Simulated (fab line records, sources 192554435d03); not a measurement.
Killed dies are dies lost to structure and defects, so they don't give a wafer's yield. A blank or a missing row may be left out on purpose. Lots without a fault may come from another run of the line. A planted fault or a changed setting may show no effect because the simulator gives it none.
One fault seen from 2 desks | flow n5_finfet | each desk has only its own numbers; what lay behind them comes last

THE TOOL OWNER'S DESK: rie_diel-01
The tool's own readings at N5_BEOL_M7_TRENCH_ETCH_37 (etches SiCOH lowk in C4F6/O2, target depth 93.478 nm, time 31.2 s): means of the sampled wafers that have a number, for each lot that ran on this tool. A lot is out of limits, marked OUT, if its mean lies more than 4 standard deviations from the usual mean; the brackets give that distance. Of its 8 readings 7 are shown: the one that was out of limits first, and those that lie furthest out on some lot.
Columns: A = bias_w at N5_BEOL_M7_TRENCH_ETCH_37, usual 185.1 W; B = drypump_motor_current_A at N5_BEOL_M7_TRENCH_ETCH_37, usual 5.6 A; C = mfc_ar_sccm at N5_BEOL_M7_TRENCH_ETCH_37, usual 299.9 sccm; D = oes_ar_750_au at N5_BEOL_M7_TRENCH_ETCH_37, usual 0.83 a.u.; E = oes_product_au at N5_BEOL_M7_TRENCH_ETCH_37, usual 0.83 a.u.; F = rf_vpp_V at N5_BEOL_M7_TRENCH_ETCH_37, usual 665 V; G = showerhead_plenum_p_Torr at N5_BEOL_M7_TRENCH_ETCH_37, usual 2.88 Torr
lot  | first seen here | A               | B   | C     | D    | E    | F             | G
L540 | day 9 02:02     | 184.1           | 5.2 | 299.4 | 0.80 | 0.79 | 667           | 2.95
L545 | day 10 02:13    | 206.1 (+39) OUT | 5.3 | 299.3 | 0.85 | 0.88 | 730 (+10) OUT | 2.93
This desk's finding: out of limits on L545; first on L545, day 10 02:13 (bias_w at N5_BEOL_M7_TRENCH_ETCH_37). In limits: L540.

THE METROLOGY DESK
What the gauges read, lot by lot, whatever tool the lot ran on: means of the sampled wafers that have a number. A lot is out of limits, marked OUT, if its mean lies more than 4 standard deviations from the usual mean; the brackets give that distance.
Columns: A = trench_depth_nm at N5_BEOL_M7_OCD_MEAS_38, usual 93.7 nm; B = M7_THK at N5_BEOL_M7_THK_MEAS_53, usual 80.6 nm; C = M7_RS at N5_BEOL_M7_RS_MEAS_57, usual 0.285 ohm/sq
lot  | first seen here | A    | B    | C
L540 | day 9 02:11     | 92.7 | 80.4 | 0.290
L545 | day 10 02:22    | 98.6 | 85.3 | 0.268
L546 | day 10 19:56    | 91.8 | 79.0 | 0.292
L553 | day 11 15:13    | 92.4 | 78.9 | 0.288
L552 | day 11 20:25    | 94.5 | 80.1 | 0.287
L555 | day 12 23:19    | 95.2 | 80.7 | 0.283
L558 | day 13 07:19    | 92.2 | 79.3 | 0.291
L561 | day 14 03:53    | 93.5 | 80.3 | 0.285
L563 | day 14 16:43    | 94.0 | 81.2 | 0.282
This desk's finding: nothing out of limits on any of the 9 lots.

PUT TOGETHER
The tool owner's desk could have raised an alarm at day 10 02:13, on L545.
The metrology desk saw nothing out of limits.
The metrology desk has L545 on record, within its limits.
Of the lots named, all ran N5_BEOL_M7_TRENCH_ETCH_37 on rie_diel-01.

WHAT THE SIMULATOR HAD PUT IN
Process parameter drift: rie_diel-01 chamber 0, from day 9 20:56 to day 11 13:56, at N5_BEOL_M7_TRENCH_ETCH_37. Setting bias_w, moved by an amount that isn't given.
Lots struck among those shown: L545.
Hours from the fault's start to each desk's first reading out of limits: the tool owner's desk, 5.
